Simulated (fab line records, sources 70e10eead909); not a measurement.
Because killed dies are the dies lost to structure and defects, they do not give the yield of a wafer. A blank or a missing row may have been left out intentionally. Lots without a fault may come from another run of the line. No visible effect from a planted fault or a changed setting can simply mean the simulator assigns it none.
Which tool was responsible? | flow nand-harc | 13 lots with 37 wafers sampled at 5 steps, on a route of 1302 steps

== WHAT THE GAUGES READ, wafer by wafer ==
NHARC_END_SORT_01. Usual: killed-at-array 55, standard deviation 20; killed-at-other 1.1, standard deviation 1.2; killed-at-periphery 3.8, standard deviation 2.8; killed-dies 60, standard deviation 19; killed-open 3.4, standard deviation 1.9; killed-short 2.2, standard deviation 1.5.
lot  | measured     | on        | killed-at-array | killed-at-other | killed-at-periphery | killed-dies | killed-open | killed-short | flag
L257 | day 24 23:59 | prober-02 | 68 69 78        | 1 0 1           | 3 3 4               | 72 72 83    | 0 4 4       | 6 1 5        |
L269 | day 30 23:58 | prober-02 | 43 38           | 0 5             | 1 2                 | 44 45       | 0 0         | 4 2          |

== WHICH TOOL RAN EACH LOT (tool, then ch and the chambers of the sampled wafers, then the start) ==
lot  | NHARC_A_SLIT_ETCH_15                          | NHARC_A_WL_FILL_ETCHBACK_17       | NHARC_A_WL_FILL_CMP_12        | NHARC_A_CONTACT_DEP_24
L255 | rie-diel-07 ch 2,3, day 20 09:08 or earlier   | rie-metal-01 ch 0,1, day 20 09:08 | cmp-02 ch 0,2,3, day 20 15:08 | pecvd-02 ch 0,2, day 20 15:42
L256 | rie-diel-11 ch 1,2, day 21 00:59 or earlier   | rie-metal-02 ch 0,1, day 21 00:59 | cmp-02 ch 0,1, day 21 06:52   | pecvd-02 ch 0,1,2, day 21 07:28
L257 | rie-diel-11 ch 1,2,3, day 21 12:15 or earlier | rie-metal-01 ch 0,1, day 21 12:15 | cmp-04 ch 0,2, day 21 18:03   | pecvd-02 ch 1,2, day 21 18:34
L259 | rie-diel-11 ch 1,2, day 22 05:48 or earlier   | rie-metal-01 ch 0,1, day 22 05:48 | cmp-04 ch 0,1,2, day 22 11:35 | pecvd-04 ch 0,2, day 22 12:07
L262 | rie-diel-07 ch 0,2, day 23 19:34 or earlier   | rie-metal-03 ch 0,1, day 23 19:34 | cmp-04 ch 1,2, day 24 01:24   | pecvd-01 ch 0,1,2, day 24 02:02
L263 | rie-diel-08 ch 0,2,3, day 23 19:33 or earlier | rie-metal-01 ch 0, day 23 19:33   | cmp-03 ch 0,1,2, day 24 01:31 | pecvd-01 ch 1,2, day 24 02:25
L265 | rie-diel-11 ch 0,2,3, day 25 22:15 or earlier | rie-metal-02 ch 1, day 25 22:15   | cmp-03 ch 0,1,2, day 26 04:15 | pecvd-01 ch 0,1, day 26 04:44
L269 | rie-diel-07 ch 0,1, day 27 04:40 or earlier   | rie-metal-02 ch 0,1, day 27 04:40 | cmp-03 ch 2,3, day 27 10:29   | pecvd-01 ch 1,2, day 27 11:10
L272 | rie-diel-07 ch 3, day 28 01:28 or earlier     | rie-metal-02 ch 1, day 28 01:28   | cmp-02 ch 1,3, day 28 07:25   | pecvd-01 ch 0,2, day 28 08:02
L275 | rie-diel-11 ch 0,1,3, day 28 19:58 or earlier | rie-metal-03 ch 0,1, day 28 19:58 | cmp-04 ch 0,1,3, day 29 00:08 | pecvd-04 ch 1,2, day 29 00:44
L273 | rie-diel-08 ch 0,1,2, day 28 20:59 or earlier | rie-metal-02 ch 0,1, day 28 20:59 | cmp-02 ch 1,2,3, day 29 02:51 | pecvd-02 ch 0,1,2, day 29 03:23
L276 | rie-diel-11 ch 1,2,3, day 29 08:19 or earlier | rie-metal-03 ch 0,1, day 29 08:19 | cmp-02 ch 0,1,2, day 29 14:14 | pecvd-01 ch 0,2, day 29 14:49
L278 | rie-diel-08 ch 0,2,3, day 29 21:26 or earlier | rie-metal-03 ch 1, day 29 21:26   | cmp-02 ch 0,2, day 30 03:14   | pecvd-04 ch 0,1,2, day 30 03:49
- NHARC_A_SLIT_ETCH_15: etches the open film in O2/COS, target depth 6200 nm, time 1612 s.
- NHARC_A_WL_FILL_ETCHBACK_17: etches the open film in Cl2/BCl3, target depth 4 nm, time 26.7 s.
- NHARC_A_WL_FILL_CMP_12: polishes, t overpolish 30 s, target thk 100 nm.
- NHARC_A_CONTACT_DEP_24: deposits SiO2, target thk 500 nm.

== WHAT THE TOOLS THEMSELVES READ (means of the sampled wafers that have a number; where no wafer has one, the mark that the record gives instead) ==
NHARC_A_SLIT_ETCH_15. Usual: for bias-w, 300.2 W with a standard deviation of 0.88; for drypump-motor-current-A, 6.1 A with a standard deviation of 0.54; for mfc-ar-sccm, 0.009 sccm with a standard deviation of 0.011; for oes-product-au, 0.998 a.u. with a standard deviation of 0.0098; for rf-vpp-V, 314.6 V with a standard deviation of 1.9; for showerhead-plenum-p-Torr, 3.15 Torr with a standard deviation of 0.12; for throttle-valve-pct, 28.329 % with a standard deviation of 0.0099.
lot  | tool        | bias-w (W) | drypump-motor-current-A (A) | mfc-ar-sccm (sccm) | oes-product-au (a.u.) | rf-vpp-V (V) | showerhead-plenum-p-Torr (Torr) | throttle-valve-pct (%) | flag
L255 | rie-diel-07 | 300.2      | 5.5                         | 0.018              | 0.990                 | 313.7        | 3.01                            | 28.324                 |
L256 | rie-diel-11 | 299.8      | 6.7                         | 0.001              | 0.991                 | 316.1        | 3.24                            | 28.334                 |
L257 | rie-diel-11 | 299.8      | 6.6                         | 0.006              | 0.997                 | 315.0        | 3.17                            | 28.333                 |
L259 | rie-diel-11 | 300.5      | 6.7                         | 0.001              | 1.002                 | 315.9        | 3.24                            | 28.328                 |
L262 | rie-diel-07 | 299.7      | 5.7                         | 0.017              | 0.988                 | 313.4        | 3.05                            | 28.326                 |
L263 | rie-diel-08 | 299.9      | 6.0                         | 0.000              | 1.017                 | 315.4        | 3.23                            | 28.333                 |
L265 | rie-diel-11 | 301.0      | 6.2                         | 0.006              | 0.995                 | 313.8        | 3.13                            | 28.333                 |
L269 | rie-diel-07 | 300.4      | 6.2                         | 0.024              | 0.992                 | 314.7        | 3.17                            | 28.328                 |
L272 | rie-diel-07 | 299.6      | 5.7                         | 0.012              | 1.003                 | 311.4        | 2.95                            | 28.329                 |
L275 | rie-diel-11 | 299.3      | 6.2                         | 0.004              | 1.003                 | 314.3        | 3.12                            | 28.330                 |
L273 | rie-diel-08 | 300.0      | 6.1                         | 0.000              | 1.002                 | 316.5        | 3.28                            | 28.330                 |
L276 | rie-diel-11 | 299.8      | 6.6                         | 0.006              | 1.014                 | 314.8        | 3.16                            | 28.330                 |
L278 | rie-diel-08 | 300.4      | 5.9                         | 0.000              | 1.001                 | 315.6        | 3.23                            | 28.346                 |

NHARC_A_WL_FILL_ETCHBACK_17. Usual: drypump-motor-current-A 5.6 A, standard deviation 0.56; oes-product-au 1.004 a.u., standard deviation 0.01.
lot  | tool         | drypump-motor-current-A (A) | oes-product-au (a.u.) | flag
L255 | rie-metal-01 | 6.2                         | 1.005                 |
L256 | rie-metal-02 | 5.8                         | 1.004                 |
L257 | rie-metal-01 | 6.2                         | 1.009                 |
L259 | rie-metal-01 | 6.2                         | 1.010                 |
L262 | rie-metal-03 | 4.8                         | 1.004                 |
L263 | rie-metal-01 | 6.4                         | 1.007                 |
L265 | rie-metal-02 | 6.0                         | 1.018                 |
L269 | rie-metal-02 | 5.8                         | 0.915                 | OFF
L272 | rie-metal-02 | 6.0                         | 0.940                 | OFF
L275 | rie-metal-03 | 4.8                         | 1.008                 |
L273 | rie-metal-02 | 5.8                         | 0.943                 | OFF
L276 | rie-metal-03 | 5.0                         | 1.003                 |
L278 | rie-metal-03 | 4.7                         | 1.007                 |

NHARC_A_WL_FILL_CMP_12. Usual: motor-current-A 11.9 A, standard deviation 1; overpolish-run-s 29.999 s, standard deviation 0.0092; time-to-endpoint-s 21.8 s, standard deviation 2.9.
lot  | tool   | motor-current-A (A) | overpolish-run-s (s) | time-to-endpoint-s (s) | flag
L255 | cmp-02 | 12.2                | 29.999               | 22.2                   |
L256 | cmp-02 | 11.1                | 29.994               | 23.5                   |
L257 | cmp-04 | 11.3                | 30.010               | 22.5                   |
L259 | cmp-04 | 11.9                | 29.996               | 24.1                   |
L262 | cmp-04 | 11.8                | 29.997               | 21.1                   |
L263 | cmp-03 | 11.6                | 29.997               | 20.5                   |
L265 | cmp-03 | 11.6                | 29.994               | 22.9                   |
L269 | cmp-03 | 12.1                | 30.007               | 23.4                   |
L272 | cmp-02 | 12.4                | 30.000               | 20.2                   |
L275 | cmp-04 | 12.7                | 29.993               | 21.3                   |
L273 | cmp-02 | 11.9                | 29.997               | 21.0                   |
L276 | cmp-02 | 11.4                | 29.998               | 22.5                   |
L278 | cmp-02 | 11.1                | 29.997               | 22.8                   |

NHARC_A_CONTACT_DEP_24. Usual: heater-power-w 590 W, standard deviation 140; throttle-valve-pct 15.9 %, standard deviation 0.53.
lot  | tool     | heater-power-w (W) | throttle-valve-pct (%) | flag
L255 | pecvd-02 | 493                | 15.2                   |
L256 | pecvd-02 | 546                | 15.3                   |
L257 | pecvd-02 | 452                | 15.0                   |
L259 | pecvd-04 | 501                | 16.2                   |
L262 | pecvd-01 | 598                | 16.1                   |
L263 | pecvd-01 | 583                | 15.9                   |
L265 | pecvd-01 | 727                | 16.3                   |
L269 | pecvd-01 | 574                | 16.3                   |
L272 | pecvd-01 | 730                | 16.1                   |
L275 | pecvd-04 | 562                | 16.6                   |
L273 | pecvd-02 | 520                | 15.3                   |
L276 | pecvd-01 | 702                | 16.2                   |
L278 | pecvd-04 | 446                | 16.3                   |

== THE ANSWER, worked out from the rows above alone ==
Rule: take the mean of a lot's wafers that have a number; if it is more than 3 standard deviations from the usual mean, the lot is off. Also off: a lot with no number at a reading for which 4 or more lots have one. Any other lot the step has rows for is counted as sound. Order of review: gauges by route order, followed by the tools' own readings, for which a lot's mean as printed above is used. The first step at which some lot is off is used, and at that step the reading that is off furthest; a lot without a number counts as furthest.
Off at NHARC_A_WL_FILL_ETCHBACK_17 (oes-product-au): L269, L272, L273.
If a tool, at that step or one of the process steps before it, ran each lot that is off and ran no sound lot following the first of them, it fits. Because NHARC_A_SLIT_ETCH_15 lacks a start for some lots, the hours and order of its lots are taken from NHARC_A_WL_FILL_ETCHBACK_17. One fits: rie-metal-02 at NHARC_A_WL_FILL_ETCHBACK_17. Its last sound lot is L265 (day 25 22:15), its first lot that is off L269 (day 27 04:40): a fault that began between those two fits.
The tool's own readings at NHARC_A_WL_FILL_ETCHBACK_17 bear it out: on the lots that are off they differ by more than 5 times the standard deviation of the sound lots' means. oes-product-au reads 0.933 a.u. there against 1.007 a.u. on the sound lots.

== WHAT WAS PUT IN BY THE SIMULATOR ==
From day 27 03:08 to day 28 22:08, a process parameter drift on rie-metal-02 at NHARC_A_WL_FILL_ETCHBACK_17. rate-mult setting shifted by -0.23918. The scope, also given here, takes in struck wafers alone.
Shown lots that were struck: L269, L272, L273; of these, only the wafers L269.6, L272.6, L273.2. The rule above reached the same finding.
